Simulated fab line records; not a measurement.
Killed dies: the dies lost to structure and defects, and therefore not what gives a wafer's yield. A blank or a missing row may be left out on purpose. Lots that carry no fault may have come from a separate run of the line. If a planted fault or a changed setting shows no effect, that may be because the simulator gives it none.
fab line records	flow nand_harc
record: lots: 12	wafers: 36	last_day: 25
route steps=1159 shown P_GATE@113 END@1159
lots that met no fault: from a run of the same line without faults
start_h: the number of hours between the record's first day and the start of the first shown wafer of the lot	wait_h: hours from the lot's prior step to this one	" unchanged from the row above	L1.1+2: a single row standing in for several wafers	- value missing, or start not given	* or withheld: withheld	< > ~ a bound
route shown NAME@n: NAME is a module with steps in the file, n the number in the route of the first one	usual: mean and standard deviation over wafers with no fault	same: alike in all rows	chamber/n: place in a boat	sites: readings site by site	_std_site: their standard deviation	_edge_site: outer sites' mean less inner sites'	radius_mm: for every site, how far away it sits from the centre of the wafer	mask NAME#n: copy n	behind: tool/chamber where the wafer was last shaped	hold: why the lot went on hold/how many hours it stayed there/how the hold came to an end	device: names the non-switching transistor (n, p or np)	end of line: the tests these same wafers got at the end of their route	a step without rows: its recipe alone	killed: count of dies lost to structure and defects at first sort (not the wafer's yield)	map: dies across one wafer; x = killed, . = not, _ = none there
set.NAME: the setting as run; set.NAME@STEP: as run at that earlier step	model.NAME: the simulator's own value behind a step, which no gauge read
a sample of lots followed through the steps of the route, with each step as a table and each wafer as a row
services: from which hour (start_h, from the record's first day; less than 0 if before it) a tool's chamber was out of use, for how many hours, and why
== steps ==
step: NHARC_P_GATE_OXIDE_02
recipe: target_thk_a: 375	temp_c: 950	p_h2o_torr: 720	ox_time_s: 365	material: SiO2
lot.wafer	tool	chamber	start_h	wait_h
L543.1+2+6	furnace-01	0	70.85	-
L544.4+5+6	furnace-04	0	78.65	-
L545.1+2+5	furnace-04	0	78.65	-
L548.1+3+4	furnace-08	0	102.12	-
L551.1+2+3	furnace-04	0	118.28	-
L552.1+4+6	furnace-04	0	124.35	-
L553.2+4+6	furnace-04	0	124.35	-
L554.1+2+4	furnace-04	0	148.54	-
L557.4+5+6	furnace-04	0	148.54	-
L563.1+2+6	furnace-01	0	190.59	-
L564.3+5+6	furnace-01	0	190.59	-
L566.1+2+4	furnace-04	0	208.47	-
step: NHARC_P_GATE_OVL_MEAS_27
usual: overlay_x_nm: 0.1/0.69	overlay_y_nm: -0.2/0.77
lot.wafer	tool	chamber	start_h	wait_h	overlay_x_nm	overlay_y_nm
L543.1	overlay-01	-	90.38	-	-0.7	0.1
L543.2	"	-	"	"	-0.3	0.1
L543.6	"	-	"	"	-0.7	-0.3
L544.4	overlay-02	-	97.46	-	-1.2	-1.6
L544.5	"	-	"	"	-1.0	-1.8
L544.6	"	-	"	"	-1.0	-1.4
L545.1	overlay-02	-	98.21	-	0.2	0.7
L545.2	"	-	"	"	-0.2	0.5
L545.5	"	-	"	"	0.1	0.6
L548.1	overlay-01	-	125.07	-	0.1	-0.1
L548.3	"	-	"	"	0.5	-0.1
L548.4	"	-	"	"	0.0	-0.6
L551.1	overlay-02	-	137.65	-	0.2	-0.4
L551.2	"	-	"	"	0.9	-0.4
L551.3	"	-	"	"	0.6	-1.0
L553.2	overlay-01	-	144.06	-	1.2	0.2
L553.4	"	-	"	"	1.2	-0.3
L553.6	"	-	"	"	1.4	0.1
L552.1	overlay-02	-	144.56	-	0.2	-1.4
L552.4	"	-	"	"	0.4	-1.7
L552.6	"	-	"	"	-0.2	-1.1
L557.4	overlay-02	-	172.61	-	-0.5	0.5
L557.5	"	-	"	"	0.0	0.2
L557.6	"	-	"	"	0.0	0.3
L554.1	overlay-02	-	173.16	-	-0.4	-0.2
L554.2	"	-	"	"	-0.5	-1.1
L554.4	"	-	"	"	-0.4	-0.5
L564.3	overlay-02	-	209.53	-	0.7	-0.3
L564.5	"	-	"	"	0.3	-0.6
L564.6	"	-	"	"	0.5	0.0
L563.1	overlay-01	-	209.69	-	-0.8	-0.2
L563.2	"	-	"	"	-0.6	-0.5
L563.6	"	-	"	"	-0.5	-0.4
L566.1	overlay-01	-	232.84	-	-0.3	-0.3
L566.2	"	-	"	"	0.1	0.2
L566.4	"	-	"	"	-0.2	-0.5
step: NHARC_P_GATE_INSPECT_28
usual: raw_defect_count: 5.9/2.9
lot.wafer	tool	chamber	start_h	wait_h	raw_defect_count
L543.1	defect_inspect-02	-	90.41	0.0	4
L543.2	"	-	"	"	3
L543.6	"	-	"	"	2
L544.4	defect_inspect-01	-	97.49	0.0	4
L544.5	"	-	"	"	5
L544.6	"	-	"	"	1
L545.1	defect_inspect-02	-	98.24	0.0	3
L545.2	"	-	"	"	5
L545.5	"	-	"	"	6
L548.1	defect_inspect-01	-	125.11	0.0	4
L548.3	"	-	"	"	13
L548.4	"	-	"	"	5
L551.1	defect_inspect-02	-	137.69	0.0	9
L551.2	"	-	"	"	5
L551.3	"	-	"	"	4
L553.2	defect_inspect-02	-	144.10	0.0	6
L553.4	"	-	"	"	4
L553.6	"	-	"	"	11
L552.1	defect_inspect-02	-	144.60	0.0	3
L552.4	"	-	"	"	8
L552.6	"	-	"	"	4
L557.4	defect_inspect-01	-	172.65	0.0	4
L557.5	"	-	"	"	7
L557.6	"	-	"	"	9
L554.1	defect_inspect-01	-	173.19	0.0	9
L554.2	"	-	"	"	5
L554.4	"	-	"	"	6
L564.3	defect_inspect-01	-	209.57	0.0	38
L564.5	"	-	"	"	39
L564.6	"	-	"	"	24
L563.1	defect_inspect-01	-	209.72	0.0	27
L563.2	"	-	"	"	36
L563.6	"	-	"	"	50
L566.1	defect_inspect-01	-	232.87	0.0	6
L566.2	"	-	"	"	7
L566.4	"	-	"	"	4
step: NHARC_P_GATE_ETCH_104
recipe: target_depth_a: 600	time_s: withheld	cf4_flow_sccm: 100	chf3_flow_sccm: 30	ar_flow_sccm: 0	rf_w: 500	bias_w: 200	chemistry: CF4/CHF3
usual: drypump_motor_current_A: 5.8/0.33	oes_product_au: 0.938/0.02	rf_vpp_V: 369.4/2	showerhead_plenum_p_Torr: 1.54/0.056	throttle_valve_pct: 16.803/0.0087
lot.wafer	tool	chamber	start_h	wait_h	drypump_motor_current_A	oes_product_au	rf_vpp_V	showerhead_plenum_p_Torr	throttle_valve_pct
L543.1	rie_diel-03	0	90.56	0.1	5.9	0.956	370.7	1.59	16.790
L543.2	"	1	"	"	5.7	0.969	371.3	1.60	16.796
L543.6	"	0	"	"	5.9	0.964	371.5	1.59	16.802
L544.4	rie_diel-02	2	97.85	0.2	5.7	0.939	369.8	1.55	16.791
L544.6	"	1	"	"	5.1	0.920	369.1	1.47	16.799
L544.5	"	2	"	"	5.6	0.940	369.0	1.55	16.810
L545.1	rie_diel-03	0	98.41	0.1	5.9	0.926	371.4	1.59	16.791
L545.2	"	1	"	"	5.6	0.926	372.1	1.60	16.796
L545.5	"	1	"	"	5.6	0.931	370.7	1.60	16.792
L548.1	rie_diel-02	0	125.26	0.1	6.3	0.941	369.1	1.54	16.807
L548.3	"	1	"	"	5.1	0.956	368.0	1.47	16.801
L548.4	"	2	"	"	5.7	0.982	368.4	1.55	16.790
L551.3	rie_diel-09	1	137.83	0.1	5.5	0.968	366.5	1.50	16.791
L551.1	"	2	"	"	6.0	0.967	367.4	1.47	16.800
L551.2	"	3	"	"	6.1	0.947	371.3	1.61	16.798
L553.4	rie_diel-03	1	144.38	0.2	5.7	0.914	371.1	1.60	16.809
L553.2	"	3	"	"	5.7	0.925	367.9	1.52	16.797
L553.6	"	1	"	"	5.7	0.910	371.7	1.60	16.810
L552.4	rie_diel-02	2	144.81	0.1	5.6	0.948	370.4	1.54	16.790
L552.1	"	0	"	"	6.3	0.930	369.4	1.54	16.816
L552.6	"	2	"	"	5.6	0.972	369.3	1.54	16.818
L557.4	rie_diel-02	2	172.82	0.1	5.6	0.954	369.6	1.54	16.814
L557.6	"	0	"	"	6.3	0.944	369.7	1.54	16.800
L557.5	"	1	"	"	5.1	0.955	365.8	1.47	16.780
L554.1	rie_diel-09	0	173.34	0.1	5.8	0.939	368.6	1.50	16.803
L554.4	"	1	"	"	5.5	0.948	369.0	1.50	16.798
L554.2	"	3	"	"	6.1	0.958	371.2	1.60	16.795
L564.3	rie_diel-09	2	209.85	0.2	6.0	0.916	367.1	1.47	16.811
L564.6	"	0	"	"	5.8	0.913	369.1	1.50	16.803
L564.5	"	1	"	"	5.5	0.929	368.3	1.50	16.802
L563.1	rie_diel-02	2	209.89	0.1	5.6	0.972	368.6	1.54	16.803
L563.2	"	0	"	"	6.3	0.934	370.0	1.54	16.811
L563.6	"	2	"	"	5.6	0.966	369.4	1.54	16.791
L566.4	rie_diel-03	3	233.02	0.1	5.7	0.947	367.6	1.51	16.802
L566.1	"	0	"	"	5.9	0.938	370.9	1.58	16.808
L566.2	"	1	"	"	5.6	0.944	371.0	1.59	16.806
step: NHARC_P_GATE_STRIP_101
recipe: time_s: 20	o2_flow_sccm: 500	ar_flow_sccm: 0	bias_w: 0	chemistry: O2
usual: drypump_motor_current_A: 5.8/0.39	oes_product_au: 0.998/0.0094	rf_vpp_V: 57.5/0.82	showerhead_plenum_p_Torr: 3.42/0.12	throttle_valve_pct: 17.036/0.0088
lot.wafer	tool	chamber	start_h	wait_h	drypump_motor_current_A	oes_product_au	rf_hours_counter_h	rf_vpp_V	showerhead_plenum_p_Torr	throttle_valve_pct
L543.2	rie_diel-09	2	101.42	0.1	6.0	0.983	3	56.3	3.30	17.037
L543.1	"	0	"	"	5.8	0.996	4	57.2	3.38	17.041
L543.6	"	2	"	"	6.0	0.990	-	57.3	3.30	17.053
L545.1	rie_diel-03	2	109.30	0.1	5.9	0.995	23	58.0	3.69	17.026
L545.2	"	0	"	"	5.9	0.996	22	57.2	3.56	17.027
L545.5	"	3	"	"	5.7	0.980	-	56.4	3.42	17.055
L544.4	rie_diel-09	3	109.32	0.1	6.1	1.004	5	57.7	3.60	17.040
L544.5	"	2	"	"	6.0	0.988	-	58.8	3.30	17.030
L544.6	"	3	"	"	6.1	0.989	-	57.6	3.60	17.046
L548.4	rie_diel-02	1	136.05	0.1	5.1	1.003	56	57.6	3.30	17.038
L548.3	"	2	"	"	5.7	1.003	50	57.3	3.47	17.028
L548.1	"	3	"	"	6.5	0.996	49	56.6	3.30	17.026
L551.2	rie_diel-09	0	148.60	0.1	5.8	0.990	12	57.1	3.38	17.029
L551.3	"	2	"	"	6.0	1.010	10	57.5	3.30	17.027
L551.1	"	3	"	"	6.1	0.999	11	58.2	3.60	17.033
L553.2	rie_diel-09	0	155.32	0.1	5.8	0.987	13	55.9	3.38	17.038
L553.4	"	3	"	"	6.1	0.993	12	56.2	3.60	17.030
L553.6	"	1	"	"	5.5	1.005	-	57.8	3.36	17.041
L552.4	rie_diel-09	2	155.81	0.1	6.0	0.996	11	57.3	3.29	17.038
L552.1	"	1	"	"	5.5	0.997	12	57.5	3.36	17.036
L552.6	"	2	"	"	6.0	1.006	-	56.2	3.29	17.043
L557.4	rie_diel-09	2	183.63	0.1	6.0	1.000	17	56.7	3.29	17.033
L557.5	"	2	"	"	6.0	1.005	-	56.1	3.29	17.035
L557.6	"	3	"	"	6.1	1.002	-	57.8	3.60	17.049
L554.4	rie_diel-03	1	184.33	0.1	5.6	1.000	44	58.0	3.57	17.038
L554.2	"	3	"	"	5.7	0.994	53	56.8	3.40	17.042
L554.1	"	0	"	"	5.9	0.990	50	58.1	3.54	17.045
L564.3	rie_diel-02	2	220.59	0.1	5.7	1.013	23	57.6	3.45	17.041
L564.6	"	3	"	"	6.5	1.006	-	57.6	3.28	17.035
L564.5	"	0	"	"	6.3	1.000	-	58.1	3.45	17.033
L563.2	rie_diel-02	2	220.70	0.1	5.7	1.000	23	57.7	3.45	17.029
L563.1	"	0	"	"	6.3	0.991	22	57.4	3.44	17.050
L563.6	"	1	"	"	5.1	1.009	-	57.4	3.29	17.043
L566.2	rie_diel-09	0	244.00	0.1	5.8	0.986	30	56.5	3.37	17.028
L566.1	"	1	"	"	5.5	1.008	30	57.2	3.35	17.030
L566.4	"	2	"	"	6.0	1.007	29	57.9	3.29	17.031
step: NHARC_END_SORT_01
recipe: temp_c: 25
usual: killed_at_array: 28/11	killed_at_other: 0.5/0.85	killed_at_periphery: 2.7/1.9	killed_dies: 32/12	killed_open: 3.3/1.6	killed_short: 2.1/1.5
same: gross_dies: 677
lot.wafer	tool	chamber	start_h	wait_h	killed_at_array	killed_at_other	killed_at_periphery	killed_dies	killed_open	killed_short
L563.1	prober-01	0	564.01	2.5	43	0	24	67	4	3
L563.2	prober-01	0	564.82	2.8	53	0	27	80	5	3
L563.6	prober-01	0	568.06	4.1	38	0	42	80	3	0
L564.3	prober-01	0	573.40	3.1	40	1	33	74	2	2
L564.5	prober-01	0	574.97	3.6	31	0	40	71	5	3
L564.6	prober-01	0	575.76	3.9	25	1	19	45	0	3
killed by level:class
L563.1 P_GATE:unspecified=22 A_SLIT:chamber_film_flake=17 A_CHANNEL_HOLE_D1:chamber_film_flake=13 A_STAIRCASE:chamber_film_flake=4 A_SGD_CUT:chamber_film_flake=2 P_CONTACT:geometric_particle:short=1 A_ONON_D1:geometric_particle:open=1 A_CHANNEL_FILL_D1:geometric_particle:open=1
L563.2 P_GATE:unspecified=25 A_CHANNEL_HOLE_D1:chamber_film_flake=22 A_SLIT:chamber_film_flake=17 A_CHANNEL_FILL_D1:geometric_particle:open=2 A_CONTACT:geometric_particle:open=2 P_ZERO_WELL:chamber_film_flake=2 A_STAIRCASE:chamber_film_flake=2 A_CONTACT:chamber_film_flake=2
L563.6 P_GATE:unspecified=40 A_CHANNEL_HOLE_D1:chamber_film_flake=17 A_SLIT:chamber_film_flake=14 P_BONDPAD:chamber_film_flake=2 A_CONTACT:chamber_film_flake=2 A_SGD_CUT:geometric_particle:open=1 A_WL_FILL:geometric_particle:open=1 A_CONTACT:geometric_particle:open=1
L564.3 P_GATE:unspecified=31 A_SLIT:chamber_film_flake=21 A_CHANNEL_HOLE_D1:chamber_film_flake=4 A_STAIRCASE:chamber_film_flake=4 A_CONTACT:chamber_film_flake=3 A_CONTACT:geometric_particle:open=2 A_CHANNEL_FILL_D1:chamber_film_flake=2 A_SGD_CUT:chamber_film_flake=2
L564.5 P_GATE:unspecified=33 A_SLIT:chamber_film_flake=12 A_CHANNEL_HOLE_D1:chamber_film_flake=6 A_STAIRCASE:chamber_film_flake=4 P_BONDPAD:chamber_film_flake=3 A_CONTACT:chamber_film_flake=3 A_CONTACT:geometric_particle:open=2 P_CONTACT:geometric_particle:open=1
L564.6 P_GATE:unspecified=16 A_SLIT:chamber_film_flake=12 A_CHANNEL_HOLE_D1:chamber_film_flake=5 A_STAIRCASE:chamber_film_flake=3 A_CONTACT:chamber_film_flake=2 P_CONTACT:geometric_particle:short=1 A_ONON_D1:geometric_particle:short=1 A_CONTACT:geometric_particle:short=1
== services ==
tool	chamber	start_h	hours	kind
rie_diel-03	1	46.96	4.5	repair
rie_diel-09	0	56.22	-	clean
rie_diel-09	1	56.22	-	clean
rie_diel-09	2	56.22	-	clean
rie_diel-09	3	56.22	-	clean
rie_diel-02	3	72.85	2.0	repair
rie_diel-09	-	77.40	9.0	pm
rie_diel-09	0	77.40	9.0	vent_cycle
rie_diel-09	1	77.40	9.0	vent_cycle
rie_diel-09	2	77.40	9.0	vent_cycle
rie_diel-09	3	77.40	9.0	vent_cycle
rie_diel-02	0	86.30	2.6	repair
rie_diel-09	0	86.40	-	clean
rie_diel-09	1	86.40	-	clean
rie_diel-09	2	86.40	-	clean
rie_diel-09	-	97.80	0.8	repair
rie_diel-02	1	111.34	3.7	repair
rie_diel-03	2	122.14	2.1	repair
rie_diel-02	2	146.62	4.9	repair
rie_diel-02	-	150.76	9.0	pm
furnace-01	-	204.94	18.6	repair
rie_diel-09	-	207.42	1.3	repair
rie_diel-03	-	215.40	9.0	pm
rie_diel-03	2	233.58	4.2	repair
== key ==
first_sign: step: NHARC_P_GATE_INSPECT_28	reading: raw_defect_count	direction: up	sigmas: 10	usual: 5.9	struck: 35.7
effect: step: NHARC_END_SORT_01	reading: killed_at_periphery	direction: up	sigmas: 15	usual: 2.7	struck: 30.8
more_kills_born_at: NHARC_P_GATE_OXIDE_02@furnace-01: 167
met_at NHARC_P_GATE_OXIDE_02
struck_lots L563,L564
struck_wafers L563.1,L563.2,L563.6,L564.3,L564.5,L564.6
tester_left_out L563,L564
not_acting_at NHARC_P_GATE_OVL_MEAS_27,NHARC_P_GATE_ETCH_104,NHARC_P_GATE_STRIP_101
onset_between 70.85 190.59
fault: kind: chamber_particle_source	tool: furnace-01	chamber: 0	onset_h: 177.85	steps: NHARC_P_GATE_OXIDE_02	rate_per_visit_cm2: 0.051593	end_h: 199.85
tester_left_out: of these lots the tester's yield and bins aren't shown, on N5 and GAA mostly nor the transistor test; their killed dies are dies lost to structure and defects alone, not to doping, threshold or leakage, so they don't give the yield
